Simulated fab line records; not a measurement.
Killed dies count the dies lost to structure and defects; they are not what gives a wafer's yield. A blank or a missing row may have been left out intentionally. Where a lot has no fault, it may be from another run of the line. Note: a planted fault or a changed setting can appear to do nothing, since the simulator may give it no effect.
Problem report in the 8D (eight disciplines) form, filled by code    flow n5-finfet    the parts of the form that need people (team, actions taken, sign-off) are left out

== 1. PROBLEM STATEMENT ==
CJ_P at N5_BEOL_M4_RC_MEAS_101 reads a mean of 7.29 on 6 wafers of 2 lots; wafers without a fault read 5.77 with a standard deviation of 0.22. Measured from the usual mean, that is +6.9 standard deviations.
Seen first at day 12 02:13 on prober-01, wafer L241.3. The record holds 30 wafers of 10 lots with a number at this step. Rule for "out" (also "out of limits"): further than 4 standard deviations from the usual mean. The other wafers with a number count as sound.

== 2. WHAT IT IS; WHAT IT IS NOT ==
question                     is                      is not
which readings at this step  CJ_P                    DIBL_N, DIBL_P, IOFF_N, IOFF_P, ION_N, SS_N, SS_P, VT_N
which lots                   L241, L243              L225, L228, L231, L235, L237, L238, L239, L240
which wafers of those lots   all that have a number  -
read on which gauges         prober-01               prober-02
when                         from day 12 02:13       up to then (21 sound wafers); but 3 sound wafers of L240 came after

== 3. THE SUSPECTS, EACH WITH WHAT RULES IT OUT ==
Counting: a tool at any process step up to the reading remains a suspect when it ran all the lots that are out and ran no sound lot after the first of those.
- the gauge at N5_BEOL_M4_RC_MEAS_101 is ruled out. All the wafers that are out were read on prober-01, but those of them that N5_WELL_APT_IMPLANT_15 has rows for are out there too, on other tools.
- implanter-02 at N5_WELL_APT_IMPLANT_15: kept. It ran every lot that is out, first L241 (day 5 14:25), and no sound lot after that; its last sound lot up to then is L239 (day 5 06:17). Its own readings are out on those wafers: dose-ions-cm2, faraday-current-uA.
The count leaves implanter-02 at N5_WELL_APT_IMPLANT_15.

== 4. THE CAUSE (what the simulator had put in) ==
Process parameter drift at N5_WELL_APT_IMPLANT_15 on implanter-02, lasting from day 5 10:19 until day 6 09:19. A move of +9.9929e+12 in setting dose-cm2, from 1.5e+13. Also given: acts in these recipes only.
After counting, this tool was the only one left.

== 5. THE CHAIN OF EFFECTS, in route order ==
Each row: a reading whose mean over the struck wafers that have a number lies more than 3 standard deviations from the usual. Scope: only readings with a usual standard deviation given in the record; hours: median across lots of the time from each lot's start at the first step in this table that gives one to its start at this step; sigmas: change in usual standard deviations.
hours  step                    reading             usual           on struck wafers  change       sigmas
0      N5_WELL_APT_IMPLANT_15  dose-ions-cm2       1.5003e+13      2.4996e+13        +9.9935e+12  +99 or more
0      N5_WELL_APT_IMPLANT_15  faraday-current-uA  190             320               +130         +35
154    N5_BEOL_M4_RC_MEAS_101  CJ_P                5.77            7.29              +1.52        +6.9
154    N5_BEOL_M4_RC_MEAS_101  IOFF_P_LONG         0.000104 nA/um  0.000141          +0.000037    +4.3
Here are the process steps it includes:
- N5_WELL_APT_IMPLANT_15

== 6. HOW IT WOULD HAVE BEEN CAUGHT EARLIER ==
Counted from the fault's start at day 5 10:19, it took 160 hours until the first out-of-limits reading at a measuring or inspecting step in this record, taken at day 12 02:13.
The tool's own readings at N5_WELL_APT_IMPLANT_15 were out on every struck wafer that the step has a row for (dose-ions-cm2, faraday-current-uA): an alarm limit on them would have fired on the first of those.
By day 12 02:13, every lot that is out (2) had started N5_WELL_APT_IMPLANT_15 on implanter-02. Had the tool been put on hold then, not one of them would have been saved.
